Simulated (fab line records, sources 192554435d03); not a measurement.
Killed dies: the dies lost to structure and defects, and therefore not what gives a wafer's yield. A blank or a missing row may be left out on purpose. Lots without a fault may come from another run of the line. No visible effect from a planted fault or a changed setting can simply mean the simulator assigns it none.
The tool behind it: which one?    flow n5-finfet    Sampling: 10 lots, 30 wafers, 5 of 1938 route steps

== WHAT THE GAUGES SHOWED, per wafer ==
N5_BEOL_M3_CD_MEAS_35: target cd 18 nm, target cd y 21 nm. Usual: 18.0 nm for cd-nm, sd 0.31.
lot   measured      on         cd-nm (nm)      flag
L524  day 7 06:35   cd-sem-01  18.1 18.4 18.5  
L535  day 10 13:44  cd-sem-01  17.7 17.9 18.0  
L536  day 10 22:22  cd-sem-02  18.0 18.5 18.7  
L540  day 11 20:49  cd-sem-03  17.6 18.0 17.7  
L539  day 11 22:34  cd-sem-01  18.2 17.8 17.6  
L542  day 12 01:56  cd-sem-02  18.2 18.1 17.8  
L543  day 12 12:36  cd-sem-01  18.5 17.9 18.2  
L544  day 12 15:54  cd-sem-01  17.7 18.3 17.8  
L546  day 13 11:14  cd-sem-01  17.5 17.5 17.7  
L545  day 13 12:45  cd-sem-02  17.3 18.2 18.4  

N5_BEOL_M4_RC_MEAS_101. Usual: DIBL_N 35.8 mV/V, standard deviation 1.6; DIBL_P 36.0 mV/V, standard deviation 1.9; IOFF_N 0.151 nA/um, standard deviation 0.029; IOFF_P 0.21 nA/um, standard deviation 0.037; ION_N 673 uA/um, standard deviation 12; ION_P 463 uA/um, standard deviation 7.3; SS_N 71.5 mV/dec, standard deviation 0.58; SS_P 73.2 mV/dec, standard deviation 0.61; VT_N 251 mV, standard deviation 3.3; VT_P -250 mV, standard deviation 3.3.
lot   measured      on         DIBL_N (mV/V)   DIBL_P (mV/V)   IOFF_N (nA/um)     IOFF_P (nA/um)  ION_N (uA/um)  ION_P (uA/um)  SS_N (mV/dec)   SS_P (mV/dec)   VT_N (mV)    VT_P (mV)       flag
L524  day 7 23:23   prober-01  34.9 36.3 36.6  32.7 35.0 35.8  0.118 0.145 0.162  0.16 0.19 0.22  658 676 675    451 466 467    71.1 71.4 71.1  71.6 73.5 73.3  255 252 247  -254 -251 -248  
L535  day 11 09:23  prober-02  34.1 35.6 34.4  33.3 35.7 35.0  0.110 0.138 0.121  0.15 0.17 0.17  647 674 664    447 459 455    71.5 71.9 70.9  72.4 73.0 73.3  252 251 253  -255 -252 -253  
L536  day 11 17:49  prober-02  35.3 34.6 37.0  37.5 36.7 39.5  0.143 0.137 0.182  0.23 0.21 0.26  660 670 686    466 467 472    70.9 71.1 72.6  73.9 72.3 73.8  253 250 250  -247 -250 -247  
L540  day 12 13:26  prober-01  33.5 34.4 33.5  33.6 34.1 32.7  0.129 0.130 0.115  0.17 0.18 0.17  672 676 656    457 465 456    70.5 70.6 70.9  72.7 72.7 72.2  254 253 255  -252 -252 -252  
L539  day 12 14:29  prober-02  35.2 38.9 35.8  33.6 39.2 35.5  0.151 0.229 0.163  0.21 0.31 0.24  688 695 678    470 476 470    71.8 71.9 72.0  73.0 74.0 73.4  250 244 248  -247 -245 -246  
L542  day 12 20:47  prober-02  35.8 33.0 35.1  36.4 32.9 35.1  0.151 0.107 0.144  0.23 0.17 0.21  665 649 672    460 454 461    71.4 70.8 71.1  72.8 72.0 73.1  251 252 252  -247 -252 -250  
L543  day 13 10:53  prober-01  34.1 38.7 34.6  35.2 39.7 37.3  0.132 0.234 0.162  0.18 0.26 0.22  647 708 687    459 469 470    71.3 72.9 72.3  73.8 74.2 73.6  253 244 246  -253 -247 -254  
L544  day 13 18:34  prober-01  37.7 36.0 35.0  38.0 36.1 33.9  0.210 0.178 0.142  0.29 0.24 0.20  692 681 678    477 473 467    72.4 71.2 71.7  73.5 73.3 72.5  247 246 250  -245 -248 -250  
L546  day 14 02:34  prober-01  34.7 35.3 34.8  35.1 36.0 35.4  0.136 0.142 0.128  0.19 0.21 0.20  671 664 660    457 459 456    70.9 71.9 71.4  72.2 73.1 72.6  252 252 254  -252 -251 -253  
L545  day 14 02:12  prober-02  38.5 35.4 36.8  38.6 35.1 37.2  0.170 0.135 0.166  0.23 0.19 0.22  670 671 679    464 456 461    72.0 71.2 71.5  73.9 72.6 73.7  251 250 250  -251 -253 -249  

== WHICH TOOL RAN EACH LOT (tool, then ch and the chambers of the sampled wafers, then the start) ==
lot   N5_BEOL_M3_SPUTTER_79         N5_BEOL_M3_SPUTTER_81         N5_BEOL_M3_SPUTTER_88
L524  pvd-sputter-02, day 7 08:16   pvd-sputter-02, day 7 08:29   pvd-sputter-02, day 7 08:56
L535  pvd-sputter-01, day 10 17:53  pvd-sputter-01, day 10 18:08  pvd-sputter-01, day 10 18:38
L536  pvd-sputter-03, day 11 00:17  pvd-sputter-03, day 11 00:30  pvd-sputter-03, day 11 00:56
L540  pvd-sputter-01, day 11 22:20  pvd-sputter-01, day 11 22:34  pvd-sputter-01, day 11 23:00
L539  pvd-sputter-03, day 11 23:37  pvd-sputter-03, day 11 23:50  pvd-sputter-03, day 12 00:17
L542  pvd-sputter-02, day 12 02:59  pvd-sputter-02, day 12 03:13  pvd-sputter-02, day 12 03:39
L543  pvd-sputter-01, day 12 13:50  pvd-sputter-01, day 12 14:03  pvd-sputter-01, day 12 14:29
L544  pvd-sputter-03, day 12 17:06  pvd-sputter-03, day 12 17:19  pvd-sputter-03, day 12 17:46
L546  pvd-sputter-01, day 13 12:34  pvd-sputter-01, day 13 12:47  pvd-sputter-01, day 13 13:14
L545  pvd-sputter-01, day 13 14:27  pvd-sputter-01, day 13 14:40  pvd-sputter-01, day 13 15:07
- N5_BEOL_M3_SPUTTER_79: material Cu, target thk 4.5 nm, time 8.29 s.
- N5_BEOL_M3_SPUTTER_81: material Cu, target thk 4.5 nm, time 8.29 s.
- N5_BEOL_M3_SPUTTER_88: material Cu, target thk 4.5 nm, time 8.29 s.

== AS READ BY THE TOOLS THEMSELVES (means over the sampled wafers that have a number; for cases with no such wafer, the mark the record gives instead) ==
N5_BEOL_M3_SPUTTER_79. Usual: chamber-pressure-pa 0.07002 Pa, standard deviation 0.00015; chuck-gas-flow-sccm 1.25 sccm, standard deviation 0.055; substrate-temp-c -19.98 C, standard deviation 0.097; throttle-valve-pct 30.0 %, standard deviation 1.2.
lot   tool            chamber-pressure-pa (Pa)  chuck-gas-flow-sccm (sccm)  substrate-temp-c (C)  throttle-valve-pct (%)  flag
L524  pvd-sputter-02  0.06999                   1.27                        -20.03                29.8                    
L535  pvd-sputter-01  0.06992                   1.25                        -19.96                30.0                    
L536  pvd-sputter-03  0.07009                   1.22                        -20.02                29.1                    
L540  pvd-sputter-01  0.06999                   1.23                        -20.06                30.7                    
L539  pvd-sputter-03  0.07008                   1.22                        -20.02                29.0                    
L542  pvd-sputter-02  0.07013                   1.24                        -19.98                29.9                    
L543  pvd-sputter-01  0.07008                   1.21                        -19.82                29.6                    
L544  pvd-sputter-03  0.06989                   1.24                        -20.00                29.5                    
L546  pvd-sputter-01  0.07001                   1.19                        -19.96                30.6                    
L545  pvd-sputter-01  0.06986                   1.23                        -19.87                30.3                    

N5_BEOL_M3_SPUTTER_81. Usual: chamber-pressure-pa 0.07001 Pa, standard deviation 0.00014; chuck-gas-flow-sccm 1.25 sccm, standard deviation 0.05; substrate-temp-c -20.00 C, standard deviation 0.1; throttle-valve-pct 30.0 %, standard deviation 1.2.
lot   tool            chamber-pressure-pa (Pa)  chuck-gas-flow-sccm (sccm)  substrate-temp-c (C)  throttle-valve-pct (%)  flag
L524  pvd-sputter-02  0.06991                   1.24                        -19.95                29.7                    
L535  pvd-sputter-01  -                         -                           -                     -                       OFF
L536  pvd-sputter-03  -                         -                           -                     -                       OFF
L540  pvd-sputter-01  0.06990                   1.16                        -20.01                30.8                    
L539  pvd-sputter-03  0.07005                   1.26                        -19.97                28.9                    
L542  pvd-sputter-02  0.06992                   1.23                        -20.00                29.9                    
L543  pvd-sputter-01  0.07010                   1.25                        -19.98                29.6                    
L544  pvd-sputter-03  0.07005                   1.25                        -19.99                29.4                    
L546  pvd-sputter-01  0.07004                   1.28                        -20.10                30.6                    
L545  pvd-sputter-01  0.06990                   1.24                        -20.09                30.4                    

N5_BEOL_M3_SPUTTER_88. Usual: chamber-pressure-pa 0.07001 Pa, standard deviation 0.00014; chuck-gas-flow-sccm 1.25 sccm, standard deviation 0.05; substrate-temp-c -20.00 C, standard deviation 0.11; throttle-valve-pct 30.0 %, standard deviation 1.2.
lot   tool            chamber-pressure-pa (Pa)  chuck-gas-flow-sccm (sccm)  substrate-temp-c (C)  throttle-valve-pct (%)  flag
L524  pvd-sputter-02  0.06997                   1.22                        -19.96                29.9                    
L535  pvd-sputter-01  0.06999                   1.24                        -19.88                29.9                    
L536  pvd-sputter-03  0.06982                   1.27                        -20.11                29.2                    
L540  pvd-sputter-01  0.06995                   1.25                        -19.96                30.6                    
L539  pvd-sputter-03  0.07003                   1.23                        -19.96                29.0                    
L542  pvd-sputter-02  0.06999                   1.23                        -20.04                29.8                    
L543  pvd-sputter-01  0.07009                   1.22                        -19.97                29.6                    
L544  pvd-sputter-03  0.07006                   1.27                        -19.92                29.4                    
L546  pvd-sputter-01  0.07000                   1.29                        -20.07                30.6                    
L545  pvd-sputter-01  0.07004                   1.27                        -20.03                30.2                    

== THE ANSWER, worked out from the rows above alone ==
Rule: lot off if the mean of its wafers having a number is beyond 3 standard deviations from the usual mean. A lot without any number at a reading at which 4 lots or more have one is off too. Any other lot the step has rows for is counted as sound. After the gauges, taken in route order, come the tools' own readings; for these a lot's mean is taken, as printed above. At the first step where some lot is off, the reading lying furthest off is the one used; lots without a number count as furthest.
Off: L535, L536, at N5_BEOL_M3_SPUTTER_81 (chamber-pressure-pa). Without a number there: L535, L536.
A tool fits if, at that step or a process step before it, it ran every lot that is off, and no sound lot after the first of them. Not one of the candidates tried fits.

== WHAT THE SIMULATOR HAD PUT IN ==
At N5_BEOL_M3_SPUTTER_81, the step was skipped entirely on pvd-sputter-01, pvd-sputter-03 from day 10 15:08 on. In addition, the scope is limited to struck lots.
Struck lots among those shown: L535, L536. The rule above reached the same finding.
